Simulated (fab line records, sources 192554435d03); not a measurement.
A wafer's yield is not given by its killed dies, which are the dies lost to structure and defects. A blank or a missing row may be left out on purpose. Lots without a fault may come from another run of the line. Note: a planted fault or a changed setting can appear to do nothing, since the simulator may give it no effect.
fab line records	flow n5Finfet
record lots=11	wafers=31	lastDay=20
route steps=1938 shown BEOL_M0_SAQP@658 MIM_TOP_LITHO@1850 TV_LITHO@1884 TV_OPEN@1890 PASSIVATION@1936
lots with no fault: from the same line, run without faults
startH: the number of hours between the record's first day and the start of the first shown wafer of the lot	waitH: hours elapsed since this lot's preceding step	" repeats the value in the row above	L1.1+2: one row covering several wafers at once	- either no value or no given start	* or withheld: withheld	< > ~ a bound
route shown NAME@n: names a module that has steps shown in the file, with the first one's number in the route	usual: the fault-free wafers' mean and standard deviation	same: alike in all rows	chamber/n: place in a boat	sites: the reading at each site	_std_site: standard deviation of those values	_edge_site: inner sites' mean taken away from outer sites' mean	radiusMm: for every site, how far away it sits from the centre of the wafer	mask NAME#n: copy n	behind: tool/chamber where the wafer was last shaped	hold: the reason the lot was held/the length of the hold in hours/how it ended	device: which transistor (n, p or np) failed to switch	end of line: the tests these same wafers got at the end of their route	where a step has no rows: the recipe by itself	killed: count of dies lost to structure and defects at first sort (not the wafer's yield)	map: a wafer's dies, marking killed ones x, the rest . and places with no die _
set.NAME: the setting the step ran with; set.NAME@STEP: the setting that earlier step ran with	model.NAME: the simulator's own value behind a step, which no gauge read
route steps across a sampled set of lots; one table per step, one row per wafer
services: when a tool's chamber went out of use (startH, in hours from the record's first day, below 0 if earlier), for how many hours, and the reason
## steps
# step N5_BEOL_M0_SAQP_MANDREL_ETCH_20
# recipe targetDepthA=600	chemistry=HBr/Cl2	target=a-Si	stopOn=SiNx	btTimeS=10	maskMaterial=SOC	overEtchFrac=0.5	timeS=30	pressureMtorr=10	icpW=800	biasW=75	HBr_flow_sccm=150	Cl2_flow_sccm=80	ends=endPoint
# usual drypumpMotorCurrentA=5.5/0.5	oesProductAu=0.775/0.013	throttleValvePct=35.48/0.28
lot.wafer	tool	chamber	startH	waitH	drypumpMotorCurrentA	oesProductAu	rfHoursCounterH	throttleValvePct
L996.2	rieSi-05	0	109.85	0.0	5.7	0.782	192	35.56
L996.5	"	3	"	"	6.1	0.765	-	35.66
L996.6	"	2	"	"	5.2	0.762	-	35.05
L997.2	rieSi-05	3	122.56	0.0	6.1	0.776	67	35.68
L997.3	"	0	"	"	5.7	0.778	192	35.59
L997.4	"	1	"	"	5.0	0.773	8	35.92
L998.1	rieSi-03	1	124.34	0.0	6.3	0.778	160	35.60
L998.2	"	2	"	"	6.7	0.772	188	35.07
L998.4	"	1	"	"	6.3	0.782	-	35.58
L100.1	rieSi-06	3	128.09	0.0	5.6	0.786	14	35.67
L100.3	"	0	"	"	5.0	0.786	20	35.45
L100.5	"	3	"	"	5.6	0.790	-	35.66
L101.3	rieSi-06	2	138.96	0.0	5.7	0.766	4	35.07
L101.5	"	3	"	"	5.5	0.785	-	35.68
L101.6	"	2	"	"	5.7	0.765	-	35.07
L104.1	rieSi-03	3	179.71	0.0	4.7	0.771	1	36.01
L104.3	"	1	"	"	6.3	0.763	161	35.57
L104.4	"	2	"	"	6.7	0.792	188	35.04
L105.1	rieSi-06	1	180.06	0.0	5.6	0.790	187	35.34
L105.4	"	3	"	"	5.5	0.786	14	35.68
L105.6	"	3	"	"	5.5	0.787	-	35.67
L107.2	rieSi-06	0	223.06	0.0	5.0	0.771	21	35.45
L110.2	rieSi-03	0	223.48	0.0	5.1	0.775	108	35.46
L110.4	"	3	"	"	4.7	0.781	-	36.01
L110.5	"	1	"	"	6.3	0.773	-	35.57
L113.1	rieSi-03	0	254.44	0.0	5.1	0.781	109	35.48
L113.4	"	3	"	"	4.7	0.786	2	36.04
L113.6	"	0	"	"	5.1	0.783	-	35.44
L116.1	rieSi-05	3	288.09	0.0	6.2	0.769	70	35.68
L116.4	"	1	"	"	5.0	0.783	10	35.92
L116.5	"	0	"	"	5.7	0.774	-	35.53
# step N5_MIM_TOP_LITHO_DESCUM_10
# recipe chemistry=O2	timeS=7.9	sourcePowerW=50	biasPowerW=20	pressureMtorr=20	rfFrequencyHz=2.712e+07	tempC=40	o2FlowSccm=225
# usual drypumpMotorCurrentA=5.8/0.35	oesProductAu=0.78/0.074	rfVppV=243.4/1.2	showerheadPlenumPTorr=2.10/0.057	throttleValvePct=20.50/0.15
lot.wafer	tool	chamber	startH	waitH	drypumpMotorCurrentA	oesProductAu	rfHoursCounterH	rfVppV	showerheadPlenumPTorr	throttleValvePct
L996.2	rieDiel-01	2	304.08	0.0	6.2	0.80	101	241.3	2.02	20.57
L996.5	"	2	"	"	6.2	0.81	-	243.7	2.02	20.59
L996.6	"	3	"	"	5.6	0.73	-	243.2	2.08	20.58
L997.2	rieDiel-04	0	324.90	0.0	6.4	0.84	64	243.8	2.21	20.38
L997.3	"	1	"	"	5.4	0.76	145	244.2	2.09	20.17
L997.4	"	1	"	"	5.3	0.76	-	243.0	2.08	20.19
L998.1	rieDiel-01	3	327.88	0.0	5.6	0.72	186	241.8	2.08	20.62
L998.2	"	1	"	"	5.7	0.76	133	242.4	2.10	20.46
L998.4	"	0	"	"	5.7	0.80	108	244.4	2.19	20.55
L100.1	rieDiel-01	0	336.83	0.1	5.7	0.80	111	244.6	2.19	20.55
L100.3	"	1	"	"	5.8	0.77	135	243.1	2.10	20.47
L100.5	"	1	"	"	5.7	0.77	-	243.5	2.10	20.46
L101.3	rieDiel-06	1	336.96	0.0	5.7	0.79	112	242.6	2.10	20.51
L101.5	"	2	"	"	5.0	0.71	-	245.7	2.16	20.40
L101.6	"	1	"	"	5.7	0.79	-	243.3	2.10	20.52
L104.1	rieDiel-04	1	348.70	0.0	5.3	0.74	156	243.6	2.08	20.18
L104.3	"	0	"	"	6.4	0.84	68	244.8	2.21	20.38
L104.4	"	3	"	"	6.5	0.72	234	242.8	2.16	20.33
L105.1	rieDiel-01	1	359.57	0.0	5.8	0.76	140	242.5	2.10	20.47
L105.4	"	2	"	"	6.2	0.77	126	243.0	2.01	20.62
L105.6	"	2	"	"	6.2	0.77	-	241.4	2.01	20.61
L107.2	rieDiel-04	3	374.24	0.0	6.5	0.71	243	245.1	2.16	20.33
L110.2	rieDiel-06	1	386.93	0.5	5.7	0.77	130	242.3	2.10	20.55
L110.4	"	1	"	"	5.7	0.77	-	243.9	2.10	20.54
L110.5	"	3	"	"	5.9	0.70	-	242.7	2.08	20.56
L113.1	rieDiel-06	1	427.35	0.3	5.7	0.76	149	244.0	2.09	20.58
L113.4	"	1	"	"	5.7	0.75	-	244.9	2.09	20.57
L113.6	"	3	"	"	5.9	0.70	-	242.4	2.07	20.59
L116.1	rieDiel-01	2	469.84	0.1	6.2	0.76	154	241.4	2.00	20.66
L116.4	"	1	"	"	5.8	0.73	183	242.7	2.08	20.54
L116.5	"	3	"	"	5.6	0.69	-	243.2	2.06	20.67
# step N5_PASSIVATION_OVL_MEAS_60
# recipe pointsPerWafer=44
# usual TV_OVL=-2/5.8
lot.wafer	tool	chamber	startH	waitH	TV_OVL[nm]
L996.2	overlay-01	0	307.63	0.0	-8
L996.5	"	0	"	"	0
L996.6	"	0	"	"	-11
L997.2	overlay-01	0	329.34	0.0	2
L997.3	"	0	"	"	-1
L997.4	"	0	"	"	2
L998.1	overlay-02	0	330.28	0.0	9
L998.2	"	0	"	"	0
L998.4	"	0	"	"	-2
L100.1	overlay-02	0	339.96	0.0	-6
L100.3	"	0	"	"	-4
L100.5	"	0	"	"	1
L101.3	overlay-01	0	342.56	0.0	9
L101.5	"	0	"	"	3
L101.6	"	0	"	"	5
L104.1	overlay-02	0	353.25	0.0	4
L104.3	"	0	"	"	3
L104.4	"	0	"	"	-2
L105.1	overlay-02	0	362.93	0.0	-6
L105.4	"	0	"	"	-2
L105.6	"	0	"	"	6
L107.2	overlay-01	0	378.41	0.0	3
L110.2	overlay-02	0	388.99	0.0	5
L110.4	"	0	"	"	4
L110.5	"	0	"	"	9
L113.1	overlay-01	0	430.02	0.0	-1
L113.4	"	0	"	"	1
L113.6	"	0	"	"	-7
L116.1	overlay-02	0	472.25	0.0	0
L116.4	"	0	"	"	-5
L116.5	"	0	"	"	-3
# step N5_PASSIVATION_ETCH_15
# recipe chemistry=CF4/N2	target=SiCN	targetDepthA=750	taperDeg=2	timeS=81.2	ionEnergyEv=150	maskMaterial=SiNx	pressureMtorr=40	sourceW=430	biasW=70	Ar_flow_sccm=100	cf4FlowSccm=60	n2FlowSccm=60
# usual drypumpMotorCurrentA=5.8/0.43	mfcArSccm=100.00/0.3	n2FlowSccm=59.98/0.18	oesProductAu=0.80/0.083	rfVppV=381.9/1.8	showerheadPlenumPTorr=2.19/0.063	throttleValvePct=15.46/0.26
lot.wafer	tool	chamber	startH	waitH	drypumpMotorCurrentA	mfcArSccm	n2FlowSccm	oesProductAu	rfHoursCounterH	rfVppV	showerheadPlenumPTorr	throttleValvePct
L996.2	rieDiel-05	0	-	-	5.8	100.62	60.00	0.67	244	381.8	2.17	15.37
L996.5	"	1	"	"	5.3	100.16	59.95	0.85	-	382.6	2.23	15.17
L996.6	"	0	"	"	5.8	100.32	59.87	0.67	-	381.7	2.17	15.40
L997.2	rieDiel-05	1	-	-	5.3	99.60	60.05	0.84	79	383.3	2.23	15.20
L997.3	"	3	"	"	6.4	100.09	59.84	0.73	189	381.8	2.19	15.79
L997.4	"	1	"	"	5.3	100.01	60.05	0.83	-	383.4	2.23	15.20
L998.1	rieDiel-02	2	-	-	6.1	100.63	60.07	0.83	103	381.1	2.14	15.48
L998.2	"	1	"	"	5.6	100.13	59.95	0.72	202	379.1	2.10	15.70
L998.4	"	3	"	"	5.9	100.40	59.73	0.71	220	379.9	2.10	15.50
L100.1	rieDiel-02	1	-	-	5.6	100.54	59.96	0.71	205	378.9	2.10	15.73
L100.3	"	2	"	"	6.1	99.49	60.22	0.81	106	380.6	2.14	15.49
L100.5	"	0	"	"	4.8	100.20	59.60	0.90	-	383.4	2.24	15.35
L101.3	rieDiel-05	3	-	-	6.4	99.86	59.66	0.73	197	383.5	2.19	15.80
L101.5	"	2	"	"	6.2	99.73	60.40	0.86	-	381.2	2.15	15.44
L101.6	"	3	"	"	6.4	100.46	59.85	0.73	-	380.7	2.19	15.81
L104.1	rieDiel-02	0	-	-	4.8	100.01	60.19	0.89	45	383.9	2.24	15.36
L104.3	"	2	"	"	6.1	99.90	60.24	0.80	113	378.3	2.13	15.53
L104.4	"	2	"	"	6.1	99.62	60.07	0.80	-	381.3	2.13	15.50
L105.1	rieDiel-05	3	-	-	6.4	100.15	59.97	0.73	206	382.2	2.18	15.84
L105.4	"	0	"	"	5.8	99.48	59.79	0.97	6	381.0	2.17	14.93
L105.6	"	2	"	"	6.2	99.92	60.15	0.86	-	380.6	2.15	15.46
L107.2	rieDiel-03	0	-	-	5.8	99.33	59.80	0.76	149	383.3	2.30	15.57
L110.2	rieDiel-02	0	-	-	4.8	100.58	59.87	0.88	57	382.7	2.23	15.38
L110.4	"	1	"	"	5.6	99.87	59.68	0.71	213	380.6	2.09	15.75
L110.5	"	2	"	"	6.1	99.80	59.99	0.79	-	380.3	2.13	15.52
L113.1	rieDiel-02	2	-	-	6.0	100.07	59.94	0.78	138	380.1	2.12	15.57
L113.4	"	2	"	"	6.0	99.81	60.13	0.78	-	383.0	2.12	15.55
L113.6	"	1	"	"	5.6	99.59	60.32	0.70	-	379.6	2.09	15.75
L116.1	rieDiel-03	2	-	-	5.7	100.06	59.88	0.89	26	385.6	2.35	15.26
L116.4	"	2	"	"	5.7	99.24	60.10	0.89	-	385.8	2.35	15.25
L116.5	"	0	"	"	5.9	100.17	59.84	0.74	-	384.6	2.29	15.62
# step N5_PASSIVATION_PROBE_49
# usual defectLimitedYield=91.2/1.3	killed_at_M0_to_M3=34/9.2	killed_at_M4_up=14/5	killedAtContacts=13/6.7	killedAtFrontEnd=39/12	killedAtOther=4/3.3	killedDies=104/15	killedOpen=68/12	killedShort=34/7.5	sort_bin_5_function=5.2/0.87	sort_bin_6_memory=3.3/0.63	sortNPass=1076/15	sortYieldPct=91.2/1.3
# same grossDies=1180	killedAtBackSide=0	sort_bin_4_leakage[%]=0	sort_bin_8_speed[%]=0
lot.wafer	tool	chamber	startH	waitH	defectLimitedYield[%]	killed_at_M0_to_M3	killed_at_M4_up	killedAtContacts	killedAtFrontEnd	killedAtOther	killedDies	killedOpen	killedShort	sort_bin_5_function[%]	sort_bin_6_memory[%]	sortNPass	sortYieldPct[%]
L107.2	prober-02	-	385.19	0.1	84.9	107	15	20	34	2	178	66	16	10.0	4.0	1002	84.9
# killed by level:class
L107.2 BEOL_M0_SAQP:unspecified=92 MOL_CONTACT_COAG:geometricParticle:open=18 FIN_SAQP:geometricParticle:open=12 BEOL_M4:geometricParticle:open=8 STI_FIN_REVEAL:geometricParticle:open=5 DUMMY_GATE:geometricParticle:open=4 BEOL_M3:geometricParticle:open=4 FIN_SAQP:geometricParticle:short=3
## services
tool	chamber	startH	hours	kind
rieSi-03	2	93.10	14.9	repair
rieDiel-05	3	93.94	21.0	repair
rieDiel-02	1	107.68	15.5	repair
rieDiel-02	2	107.69	2.9	repair
rieSi-03	-	109.49	0.4	repair
rieDiel-02	-	151.09	15.6	pm
rieDiel-01	0	161.28	4.4	repair
rieDiel-01	1	187.71	6.8	repair
rieDiel-01	-	234.77	2.8	pm
rieDiel-02	-	241.35	2.8	pm
rieDiel-02	3	250.98	4.4	repair
rieDiel-02	0	294.77	12.3	repair
rieDiel-01	0	311.39	14.6	repair
rieDiel-02	2	322.19	4.5	repair
rieDiel-01	1	323.83	2.3	repair
rieDiel-02	-	332.96	1.8	repair
rieDiel-01	1	337.50	9.0	repair
rieDiel-02	0	350.85	2.9	repair
rieDiel-02	-	368.45	4.3	pm
rieDiel-01	3	376.33	6.9	repair
rieDiel-01	2	397.61	35.8	repair
rieDiel-02	-	412.46	0.3	repair
rieDiel-01	3	424.27	7.3	repair
rieDiel-02	-	469.67	0.9	repair
## key
firstSign step=N5_PASSIVATION_PROBE_49	reading=killed_at_M0_to_M3	direction=up	sigmas=7.9	usual=34	struck=107
effect step=N5_PASSIVATION_PROBE_49	reading=defectLimitedYield	direction=down	sigmas=4.8	usual=91.2	struck=84.9
moreKillsBornAt N5_BEOL_M0_SAQP_MANDREL_ETCH_20@rieSi-06=92
metAt N5_BEOL_M0_SAQP_MANDREL_ETCH_20
struckLots L107
struckWafers L107.2
notActingAt N5_MIM_TOP_LITHO_DESCUM_10,N5_PASSIVATION_OVL_MEAS_60,N5_PASSIVATION_ETCH_15
onsetBetween 128.09 223.06
earlierFault kind=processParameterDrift	tool=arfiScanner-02	chamber=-	onsetH=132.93	steps=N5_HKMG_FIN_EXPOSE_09	channel=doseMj	offset=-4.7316	shape=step	actsIn=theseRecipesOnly	stated=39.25
fault kind=chamberParticleSource	tool=rieSi-06	chamber=0	onsetH=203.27	steps=N5_BEOL_M0_SAQP_MANDREL_ETCH_20	ratePerVisitCm2=0.37556
